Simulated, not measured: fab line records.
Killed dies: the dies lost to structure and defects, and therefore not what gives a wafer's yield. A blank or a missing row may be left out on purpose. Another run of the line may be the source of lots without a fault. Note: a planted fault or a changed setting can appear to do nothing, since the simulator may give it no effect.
Which of the tools did it? | flow nandHarc | 15 lots, 45 wafers sampled, at 4 steps of a route of 1302

## WHAT THE GAUGES SHOWED, per wafer
The record holds no reading of a measuring or inspecting step that can be judged against a usual standard deviation.

## EACH LOT AND THE TOOL THAT RAN IT (in order: tool; ch and the chambers of the sampled wafers; start)
lot  | NHARC_A_CONTACT_DEP_24          | NHARC_A_CONTACT_DEP_29          | NHARC_A_CONTACT_DEVELOP_41       | NHARC_A_CONTACT_ETCH_51
L358 | pecvd-01 ch 0,1,2, day 20 17:15 | pecvd-03 ch 0,1, day 20 22:48   | lithoTrack-06 ch 0, day 20 23:00 | rieDiel-05 ch 0,1, no start
L359 | pecvd-01 ch 0,1,2, day 21 08:23 | pecvd-02 ch 0,1, day 21 20:04   | lithoTrack-01 ch 0, day 21 20:00 | rieDiel-05 ch 2,3, no start
L361 | pecvd-01 ch 1,2, day 22 19:59   | pecvd-01 ch 0,1, day 23 01:35   | lithoTrack-04 ch 0, day 23 02:00 | rieDiel-10 ch 0,3, no start
L364 | pecvd-01 ch 0,1, day 23 09:55   | pecvd-01 ch 0,1,2, day 23 14:46 | lithoTrack-04 ch 0, day 23 15:00 | rieDiel-12 ch 0,1, no start
L365 | pecvd-01 ch 0,1,2, day 24 01:40 | pecvd-01 ch 0,1,2, day 24 06:25 | lithoTrack-01 ch 0, day 24 06:00 | rieDiel-10 ch 1,2,3, no start
L366 | pecvd-01 ch 0,1, day 24 10:48   | pecvd-01 ch 1,2, day 24 16:42   | lithoTrack-06 ch 0, day 24 17:00 | rieDiel-12 ch 0,3, no start
L368 | pecvd-03 ch 0,1, day 24 23:26   | pecvd-03 ch 0,1, day 25 05:17   | lithoTrack-06 ch 0, day 25 05:00 | rieDiel-12 ch 0,2, no start
L367 | pecvd-01 ch 0,1,2, day 25 06:52 | pecvd-02 ch 0,1, day 25 13:07   | lithoTrack-01 ch 0, day 25 13:00 | rieDiel-12 ch 0,1,2, no start
L370 | pecvd-01 ch 0,1,2, day 25 15:44 | pecvd-03 ch 0,1,2, day 25 20:36 | lithoTrack-06, day 25 21:00      | rieDiel-12 ch 0,1,3, no start
L369 | pecvd-01 ch 0,2, day 25 16:07   | pecvd-01 ch 0,1,2, day 25 20:58 | lithoTrack-01, day 25 21:00      | rieDiel-05 ch 0,3, no start
L373 | pecvd-02 ch 0,2, day 26 17:38   | pecvd-03 ch 0,2, day 26 23:07   | lithoTrack-06, day 26 23:00      | rieDiel-10 ch 1,2, no start
L371 | pecvd-03 ch 1,2, day 26 20:41   | pecvd-01 ch 1,2, day 27 03:22   | lithoTrack-04 ch 0, day 27 03:00 | rieDiel-10 ch 0,3, no start
L379 | pecvd-02 ch 0,1, day 29 19:20   | pecvd-01 ch 0,2, day 30 00:10   | lithoTrack-06 ch 0, day 30 00:00 | rieDiel-10 ch 0,1, no start
L380 | pecvd-03 ch 1,2, day 30 03:22   | pecvd-02 ch 0,1,2, day 30 09:22 | lithoTrack-04 ch 0, day 30 09:00 | rieDiel-05 ch 0,1,2, no start
L381 | pecvd-01 ch 1,2, day 30 11:43   | pecvd-03 ch 0,2, day 30 20:23   | lithoTrack-06 ch 0, day 30 20:00 | rieDiel-10 ch 1,2,3, no start
- NHARC_A_CONTACT_DEP_24: deposits SiO2, target thk 500 nm.
- NHARC_A_CONTACT_DEP_29: deposits SiON, target thk 100 nm.
- NHARC_A_CONTACT_DEVELOP_41: develop time 35 s.
- NHARC_A_CONTACT_ETCH_51: etches the open film in O2/COS, target depth 7000 nm, time 1820 s.

## AS READ BY THE TOOLS THEMSELVES (means over the sampled wafers that have a number; for cases with no such wafer, the mark the record gives instead)
NHARC_A_CONTACT_DEP_24. Usual: heaterPowerW 530 W, standard deviation 85; throttleValvePct 16.3 %, standard deviation 0.35.
lot  | tool     | heaterPowerW (W) | throttleValvePct (%) | flag
L358 | pecvd-01 | 565              | 16.2                 | 
L359 | pecvd-01 | 586              | 16.2                 | 
L361 | pecvd-01 | 513              | 16.3                 | 
L364 | pecvd-01 | 514              | 16.2                 | 
L365 | pecvd-01 | 552              | 16.3                 | 
L366 | pecvd-01 | 534              | 16.2                 | 
L368 | pecvd-03 | 602              | 16.1                 | 
L367 | pecvd-01 | 555              | 16.3                 | 
L370 | pecvd-01 | 481              | 16.5                 | 
L369 | pecvd-01 | 488              | 16.4                 | 
L373 | pecvd-02 | 433              | 16.4                 | 
L371 | pecvd-03 | 500              | 16.3                 | 
L379 | pecvd-02 | 504              | 16.6                 | 
L380 | pecvd-03 | 551              | 16.0                 | 
L381 | pecvd-01 | 551              | 16.5                 | 

NHARC_A_CONTACT_DEP_29. Usual: 712 W for heaterPowerW, sd 82.
lot  | tool     | heaterPowerW (W) | flag
L358 | pecvd-03 | 713              | 
L359 | pecvd-02 | 770              | 
L361 | pecvd-01 | 692              | 
L364 | pecvd-01 | 745              | 
L365 | pecvd-01 | 668              | 
L366 | pecvd-01 | 755              | 
L368 | pecvd-03 | 756              | 
L367 | pecvd-02 | 789              | 
L370 | pecvd-03 | 736              | 
L369 | pecvd-01 | 713              | 
L373 | pecvd-03 | 777              | 
L371 | pecvd-01 | 721              | 
L379 | pecvd-01 | 635              | 
L380 | pecvd-02 | 696              | 
L381 | pecvd-03 | 903              | 

NHARC_A_CONTACT_DEVELOP_41. Usual: 22.99 C for chillPlateTempC, sd 0.1.
lot  | tool          | chillPlateTempC (C) | flag
L358 | lithoTrack-06 | 22.99               | 
L359 | lithoTrack-01 | 23.00               | 
L361 | lithoTrack-04 | 22.87               | 
L364 | lithoTrack-04 | 22.89               | 
L365 | lithoTrack-01 | 22.97               | 
L366 | lithoTrack-06 | 23.14               | 
L368 | lithoTrack-06 | 23.00               | 
L367 | lithoTrack-01 | 22.90               | 
L370 | lithoTrack-06 | -                   | OFF
L369 | lithoTrack-01 | -                   | OFF
L373 | lithoTrack-06 | -                   | OFF
L371 | lithoTrack-04 | 23.13               | 
L379 | lithoTrack-06 | 22.93               | 
L380 | lithoTrack-04 | 23.05               | 
L381 | lithoTrack-06 | 23.05               | 

NHARC_A_CONTACT_ETCH_51. Usual: chamberPressureMTorr 19.999 mTorr, standard deviation 0.02; drypumpMotorCurrentA 5.7 A, standard deviation 0.32; oesProductAu 0.997 a.u., standard deviation 0.016; rfVppV 314.5 V, standard deviation 2.6; showerheadPlenumPTorr 3.15 Torr, standard deviation 0.18; throttleValvePct 28.330 %, standard deviation 0.0095.
lot  | tool       | chamberPressureMTorr (mTorr) | drypumpMotorCurrentA (A) | oesProductAu (a.u.) | rfVppV (V) | showerheadPlenumPTorr (Torr) | throttleValvePct (%) | flag
L358 | rieDiel-05 | 20.012                       | 5.4                      | 1.005               | 312.4      | 3.07                         | 28.329               | 
L359 | rieDiel-05 | 19.992                       | 5.6                      | 1.010               | 314.5      | 3.14                         | 28.336               | 
L361 | rieDiel-10 | 20.011                       | 6.1                      | 0.986               | 311.7      | 2.96                         | 28.326               | 
L364 | rieDiel-12 | 19.993                       | 5.9                      | 1.012               | 314.1      | 3.05                         | 28.327               | 
L365 | rieDiel-10 | 20.007                       | 5.6                      | 0.988               | 313.1      | 3.06                         | 28.327               | 
L366 | rieDiel-12 | 19.993                       | 5.5                      | 1.025               | 316.9      | 3.29                         | 28.335               | 
L368 | rieDiel-12 | 20.005                       | 5.8                      | 0.988               | 312.8      | 3.05                         | 28.329               | 
L367 | rieDiel-12 | 19.985                       | 5.8                      | 0.997               | 312.3      | 3.05                         | 28.339               | 
L370 | rieDiel-12 | 20.005                       | 5.7                      | 1.010               | 314.8      | 3.17                         | 28.326               | 
L369 | rieDiel-05 | 20.002                       | 5.8                      | 0.997               | 315.4      | 3.20                         | 28.328               | 
L373 | rieDiel-10 | 20.000                       | 5.3                      | 1.005               | 316.1      | 3.25                         | 28.330               | 
L371 | rieDiel-10 | 19.969                       | 6.1                      | 0.982               | 316.0      | 3.27                         | 28.319               | 
L379 | rieDiel-10 | 19.988                       | 5.8                      | 0.978               | 315.9      | 3.29                         | 28.329               | 
L380 | rieDiel-05 | 19.981                       | 5.5                      | 1.010               | 312.7      | 3.05                         | 28.329               | 
L381 | rieDiel-10 | 19.993                       | 5.6                      | 0.996               | 314.6      | 3.19                         | 28.325               | 

## THE ANSWER, worked out from the rows above alone
Rule: lot off if the mean of its wafers having a number is beyond 3 standard deviations from the usual mean. Also off: a lot with no number at a reading for which 4 or more lots have one. Where the step has rows for the other lots, those lots are counted as sound. The gauges are gone through in route order, then the tools' own readings, and for those a lot's mean is taken as printed above. The first step at which some lot is off is used, and at that step the reading that is off furthest; a lot without a number counts as furthest.
Off: L370, L369, L373 (NHARC_A_CONTACT_DEVELOP_41, chillPlateTempC). Without a number there: L370, L369, L373.
A tool fits if, at that step or a process step before it, it ran every lot that is off, and no sound lot after the first of them. None of those tried fits.

## WHAT HAD BEEN PUT IN BY THE SIMULATOR
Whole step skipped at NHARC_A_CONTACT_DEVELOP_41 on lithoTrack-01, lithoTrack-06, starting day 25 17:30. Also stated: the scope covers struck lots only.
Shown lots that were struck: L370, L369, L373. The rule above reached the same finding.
